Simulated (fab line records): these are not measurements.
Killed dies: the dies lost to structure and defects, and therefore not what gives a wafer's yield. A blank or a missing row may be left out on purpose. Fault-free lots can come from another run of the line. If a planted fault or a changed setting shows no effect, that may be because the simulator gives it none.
fab line records    flow nand_harc
[record] lots = 12  wafers = 36  last_day = 33
route steps=1302 shown P_CONTACT@241 P_M0@261
lots untouched by any fault: they come from a run of this same line in which no faults occurred
start_h: start of the lot's first displayed wafer, in hours after the record's first day    wait_h: how many hours have passed since the lot's step before this one    " the same as in the row above    L1.1+2: a single row standing in for several wafers    - value missing, or start not given    * or withheld: withheld    < > ~ a bound
route shown NAME@n: names a module that has steps shown in the file, with the first one's number in the route    usual: mean and standard deviation over wafers with no fault    same: alike in all rows    chamber/n: place in a boat    sites: readings site by site    _std_site: the values' standard deviation    _edge_site: outer sites' mean less inner sites'    radius_mm: how far each site lies from the wafer's centre    mask NAME#n: copy n    behind: tool/chamber where the wafer was last shaped    hold: the reason the lot was held/the length of the hold in hours/how it ended    device: the transistor (n, p or np) that didn't switch    end of line: the same wafers' tests at the end of the route    for a step that has no rows: nothing shown but its recipe    killed: the dies lost at the first sort to structure and to defects; this is not the yield of the wafer    map: shows each die of a wafer: x if killed, . if not, _ if none is there
set.NAME: the setting that was run; set.NAME@STEP: the one run at that earlier step    model.NAME: the simulator's own value behind a step, which no gauge read
one table for each step of the route and one row for each wafer, over a sample of lots
services: a tool's chamber out of use, with start hour (start_h, from the record's first day; less than 0 if before it), hours out, and reason
[[steps]]
[step NHARC_P_CONTACT_CD_MEAS_19]
[usual] cd_nm = 90.5/2.3
lot.wafer  tool       chamber  start_h  wait_h  cd_nm
L988.1     cd_sem-02  -        112.23   -       87.5
L988.3     "          -        "        "       89.2
L988.5     "          -        "        "       87.1
L989.2     cd_sem-03  -        134.25   -       89.7
L989.3     "          -        "        "       88.9
L989.4     "          -        "        "       86.5
L990.1     cd_sem-01  -        142.19   -       90.8
L990.3     "          -        "        "       88.5
L990.4     "          -        "        "       91.4
L992.2     cd_sem-03  -        161.32   -       93.6
L992.4     "          -        "        "       90.6
L992.6     "          -        "        "       88.8
L995.2     cd_sem-01  -        186.86   -       91.3
L995.3     "          -        "        "       85.9
L995.6     "          -        "        "       86.7
L998.1     cd_sem-02  -        221.34   0.1     90.0
L998.3     "          -        "        "       92.2
L998.5     "          -        "        "       92.3
L103.3     cd_sem-03  -        270.92   -       92.7
L103.5     "          -        "        "       87.9
L103.6     "          -        "        "       94.4
L105.4     cd_sem-02  -        295.01   -       93.6
L105.5     "          -        "        "       90.5
L105.6     "          -        "        "       92.7
L106.4     cd_sem-01  -        295.04   -       88.7
L106.5     "          -        "        "       86.5
L106.6     "          -        "        "       94.5
L107.1     cd_sem-03  -        312.94   -       91.0
L107.4     "          -        "        "       90.6
L107.5     "          -        "        "       91.3
L109.1     cd_sem-02  -        323.73   -       87.8
L109.3     "          -        "        "       88.5
L109.5     "          -        "        "       90.1
L110.1     cd_sem-02  -        333.77   -       90.4
L110.4     "          -        "        "       88.4
L110.6     "          -        "        "       90.3
[step NHARC_P_CONTACT_PVD_32]
[recipe] target_thk_a = 50  chamber_pressure_pa = 5  power_w = 5000  substrate_temp_c = 200  time_s = 17.7  material = Ti
[usual] throttle_valve_pct = 30.0/0.91
lot.wafer  tool            chamber  start_h  wait_h  throttle_valve_pct
L988.3     pvd_sputter-03  -        -        -       30.2
L988.1     "               -        "        "       29.1
L988.5     "               -        "        "       30.0
L989.4     pvd_sputter-02  -        -        -       30.7
L989.2     "               -        "        "       30.1
L989.3     "               -        "        "       32.2
L990.1     pvd_sputter-02  -        -        -       29.9
L990.3     "               -        "        "       32.1
L990.4     "               -        "        "       31.0
L992.4     pvd_sputter-03  -        -        -       28.9
L992.2     "               -        "        "       30.2
L992.6     "               -        "        "       29.9
L995.3     pvd_sputter-01  -        -        -       30.1
L995.2     "               -        "        "       30.1
L995.6     "               -        "        "       29.3
L998.1     pvd_sputter-03  -        -        -       28.8
L998.3     "               -        "        "       29.9
L998.5     "               -        "        "       28.7
L103.3     pvd_sputter-03  -        -        -       28.6
L103.6     "               -        "        "       29.5
L103.5     "               -        "        "       30.1
L105.4     pvd_sputter-01  -        -        -       30.8
L105.5     "               -        "        "       30.5
L105.6     "               -        "        "       28.9
L106.4     pvd_sputter-03  -        -        -       28.5
L106.5     "               -        "        "       30.0
L106.6     "               -        "        "       28.5
L107.4     pvd_sputter-03  -        -        -       30.0
L107.1     "               -        "        "       29.9
L107.5     "               -        "        "       30.0
L109.1     pvd_sputter-01  -        -        -       31.6
L109.3     "               -        "        "       30.7
L109.5     "               -        "        "       29.5
L110.4     pvd_sputter-03  -        -        -       30.0
L110.1     "               -        "        "       30.1
L110.6     "               -        "        "       28.7
[step NHARC_P_M0_PEB_07]
[recipe] peb_temp_c = 100  peb_time_s = 65
[usual] heater_power_total_W = 156.6/0.43  plate_temp_C = 100.02/0.13
lot.wafer  tool            chamber  start_h  wait_h  heater_power_total_W  plate_temp_C
L988.1     litho_track-06  0        115.26   0.1     156.7                 99.89
L988.3     "               0        "        "       155.9                 99.85
L988.5     "               0        "        "       156.0                 99.91
L989.2     litho_track-04  0        137.28   0.1     156.4                 99.98
L989.3     "               0        "        "       156.2                 99.91
L989.4     "               0        "        "       157.1                 99.91
L990.1     litho_track-01  0        145.25   0.1     157.0                 99.77
L990.3     "               0        "        "       156.2                 100.00
L990.4     "               0        "        "       157.1                 99.95
L992.2     litho_track-01  0        164.39   0.1     167.7                 105.14
L992.4     "               0        "        "       167.8                 105.28
L992.6     "               0        "        "       167.3                 105.08
L995.2     litho_track-01  0        190.84   0.1     167.3                 105.17
L995.3     "               0        "        "       168.0                 105.10
L995.6     "               0        "        "       168.2                 105.15
L998.1     litho_track-06  0        224.35   0.1     157.1                 100.10
L998.3     "               0        "        "       157.1                 100.14
L998.5     "               0        "        "       156.9                 100.33
L103.3     litho_track-06  0        274.35   0.0     157.1                 100.27
L103.5     "               0        "        "       156.7                 100.18
L103.6     "               0        "        "       156.8                 100.01
L105.4     litho_track-06  0        297.92   0.0     157.0                 99.88
L105.5     "               0        "        "       157.0                 99.82
L105.6     "               0        "        "       156.5                 100.05
L106.4     litho_track-04  0        298.60   0.0     156.9                 99.97
L106.5     "               0        "        "       156.3                 100.05
L106.6     "               0        "        "       156.0                 99.87
L107.1     litho_track-06  0        316.01   0.1     156.0                 100.13
L107.4     "               0        "        "       156.5                 99.99
L107.5     "               0        "        "       157.0                 100.05
L109.1     litho_track-04  0        326.75   0.1     156.4                 100.10
L109.3     "               0        "        "       156.1                 99.92
L109.5     "               0        "        "       156.4                 100.04
L110.1     litho_track-06  0        336.82   0.1     157.1                 100.26
L110.4     "               0        "        "       157.1                 100.24
L110.6     "               0        "        "       157.1                 100.14
[step NHARC_P_M0_CD_MEAS_09]
[recipe] target_cd_nm = 90  landing_energy_ev = 500
[usual] cd_nm = 90.4/0.77
lot.wafer  tool       chamber  start_h  wait_h  cd_nm
L988.1     cd_sem-02  0        115.34   -       89.6
L988.3     "          0        "        "       91.7
L988.5     "          0        "        "       91.2
L989.2     cd_sem-02  0        137.36   -       91.1
L989.3     "          0        "        "       90.0
L989.4     "          0        "        "       90.3
L990.1     cd_sem-02  0        145.33   -       91.6
L990.3     "          0        "        "       92.2
L990.4     "          0        "        "       91.3
L992.2     cd_sem-03  0        164.47   -       107.0
L992.4     "          0        "        "       106.0
L992.6     "          0        "        "       107.0
L995.2     cd_sem-02  0        190.92   -       106.6
L995.3     "          0        "        "       106.9
L995.6     "          0        "        "       106.4
L998.1     cd_sem-03  0        224.43   -       90.6
L998.3     "          0        "        "       89.8
L998.5     "          0        "        "       89.8
L103.3     cd_sem-02  0        274.44   -       90.5
L103.5     "          0        "        "       90.0
L103.6     "          0        "        "       90.3
L105.4     cd_sem-02  0        298.00   -       89.7
L105.5     "          0        "        "       89.6
L105.6     "          0        "        "       91.2
L106.4     cd_sem-02  0        298.68   -       90.6
L106.5     "          0        "        "       89.7
L106.6     "          0        "        "       90.1
L107.1     cd_sem-03  0        316.09   -       90.1
L107.4     "          0        "        "       89.6
L107.5     "          0        "        "       90.5
L109.1     cd_sem-03  0        326.83   -       90.3
L109.3     "          0        "        "       90.0
L109.5     "          0        "        "       89.1
L110.1     cd_sem-01  0        336.90   -       90.9
L110.4     "          0        "        "       90.5
L110.6     "          0        "        "       90.2
[step NHARC_P_M0_STRIP_18]
[recipe] power_w = 1000  n2_flow_sccm = 150  h2_flow_sccm = 150  ar_flow_sccm = 0  bias_w = 0  chemistry = N2/H2
[usual] drypump_motor_current_A = 5.7/0.44  oes_product_au = 1.003/0.011  rf_vpp_V = 90.5/1  showerhead_plenum_p_Torr = 2.02/0.11  throttle_valve_pct = 14.172/0.0088
lot.wafer  tool         chamber  start_h  wait_h  drypump_motor_current_A  oes_product_au  rf_hours_counter_h  rf_vpp_V  showerhead_plenum_p_Torr  throttle_valve_pct
L988.3     rie_diel-02  2        116.03   0.1     6.0                      1.004           19                  91.0      2.00                      14.165
L988.1     "            0        "        "       5.7                      1.003           23                  93.3      2.21                      14.171
L988.5     "            2        "        "       6.1                      1.009           -                   89.9      2.00                      14.182
L989.3     rie_diel-09  0        137.92   0.1     5.2                      0.995           53                  88.4      1.97                      14.175
L989.4     "            1        "        "       5.7                      0.998           50                  91.0      2.20                      14.172
L989.2     "            3        "        "       6.4                      1.014           55                  90.7      1.93                      14.174
L990.3     rie_diel-06  3        145.89   0.1     5.1                      1.000           1                   90.4      1.99                      14.156
L990.4     "            0        "        "       5.8                      0.994           1                   88.7      1.89                      14.187
L990.1     "            1        "        "       5.2                      0.985           1                   89.7      1.97                      14.167
L992.2     rie_diel-06  1        165.03   0.1     5.2                      0.989           2                   91.0      1.97                      14.166
L992.4     "            0        "        "       5.8                      0.999           3                   87.8      1.89                      14.173
L992.6     "            2        "        "       5.7                      0.989           -                   90.3      2.04                      14.180
L995.3     rie_diel-06  2        191.55   0.1     5.7                      0.997           10                  89.9      2.04                      14.159
L995.2     "            3        "        "       5.1                      1.013           9                   90.3      1.98                      14.168
L995.6     "            0        "        "       5.8                      1.003           -                   88.6      1.88                      14.163
L998.3     rie_diel-06  1        225.03   0.1     5.2                      1.001           12                  89.8      1.97                      14.173
L998.1     "            3        "        "       5.1                      1.024           16                  90.0      1.98                      14.166
L998.5     "            3        "        "       5.1                      1.014           -                   90.4      1.98                      14.165
L103.3     rie_diel-06  3        275.04   0.1     5.1                      1.023           24                  90.6      1.98                      14.177
L103.5     "            1        "        "       5.3                      1.017           -                   89.4      1.96                      14.169
L103.6     "            2        "        "       5.8                      0.997           -                   89.9      2.03                      14.171
L105.4     rie_diel-06  0        298.55   0.1     5.8                      0.998           25                  89.9      1.88                      14.172
L105.5     "            0        "        "       5.8                      0.988           -                   88.8      1.88                      14.172
L105.6     "            1        "        "       5.2                      0.998           -                   91.2      1.96                      14.163
L106.4     rie_diel-06  0        299.31   0.1     5.9                      0.992           25                  89.0      1.88                      14.163
L106.6     "            1        "        "       5.2                      0.996           -                   89.8      1.96                      14.173
L106.5     "            2        "        "       5.7                      0.978           -                   90.9      2.03                      14.170
L107.1     rie_diel-06  0        316.89   0.1     5.8                      1.015           0                   90.9      1.88                      14.158
L107.4     "            0        "        "       5.8                      1.015           -                   89.1      1.88                      14.162
L107.5     "            3        "        "       5.1                      0.997           -                   91.6      1.98                      14.159
L109.3     rie_diel-06  2        327.42   0.1     5.8                      1.018           2                   90.7      2.03                      14.167
L109.1     "            3        "        "       5.1                      1.009           3                   89.9      1.98                      14.187
L109.5     "            1        "        "       5.2                      1.009           -                   90.6      1.96                      14.163
L110.4     rie_diel-09  1        337.47   0.1     5.8                      1.000           2                   90.9      2.18                      14.157
L110.1     "            3        "        "       6.4                      1.011           1                   89.2      1.91                      14.181
L110.6     "            1        "        "       5.7                      1.002           -                   90.6      2.18                      14.167
[[services]]
tool            chamber  start_h  hours  kind
rie_diel-06     3        89.64    8.3    repair
pvd_sputter-02  -        104.00   10.0   pm
rie_diel-02     1        110.24   30.5   repair
rie_diel-06     -        130.20   9.0    pm
rie_diel-09     -        143.16   9.0    pm
litho_track-01  -        155.00   7.0    pm
rie_diel-02     1        159.28   1.9    repair
pvd_sputter-01  -        163.76   1.7    repair
rie_diel-09     2        169.56   5.1    repair
litho_track-06  -        179.00   7.0    pm
rie_diel-06     1        184.22   11.9   repair
pvd_sputter-03  -        191.43   10.0   pm
litho_track-04  -        203.00   7.0    pm
rie_diel-02     -        218.85   9.0    pm
rie_diel-06     2        221.24   4.8    repair
pvd_sputter-01  -        226.08   10.0   pm
pvd_sputter-02  -        282.00   10.0   pm
rie_diel-09     3        286.05   2.4    repair
rie_diel-02     3        286.90   2.2    repair
rie_diel-06     -        307.20   9.0    pm
rie_diel-02     3        307.94   7.0    repair
rie_diel-02     0        315.63   12.1   repair
rie_diel-09     -        320.16   9.0    pm
litho_track-01  -        330.00   7.0    pm
[[key]]
[first_sign] step = NHARC_P_M0_PEB_07  reading = plate_temp_C  direction = up  sigmas = 38  usual = *  struck = *
[effect] step = NHARC_P_M0_PEB_07  reading = heater_power_total_W  direction = up  sigmas = 26  usual = *  struck = *
[effect] step = NHARC_P_M0_CD_MEAS_09  reading = cd_nm  direction = up  sigmas = 21  usual = 90.4  struck = 106.7
met_at NHARC_P_M0_PEB_07
struck_lots L992,L995
rows_end L995.2,L995.3,L995.6
not_acting_at NHARC_P_CONTACT_CD_MEAS_19,NHARC_P_CONTACT_PVD_32,NHARC_P_M0_STRIP_18
onset_between 145.25 164.39
[fault] kind = process_parameter_drift  tool = litho_track-01  chamber = -  onset_h = 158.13  steps = NHARC_P_M0_PEB_07  channel = peb_temp_c  offset = *  shape = step  acts_in = *  stated = *
// rows_end: these wafers met a further fault down the route, and their rows from its step on are left out
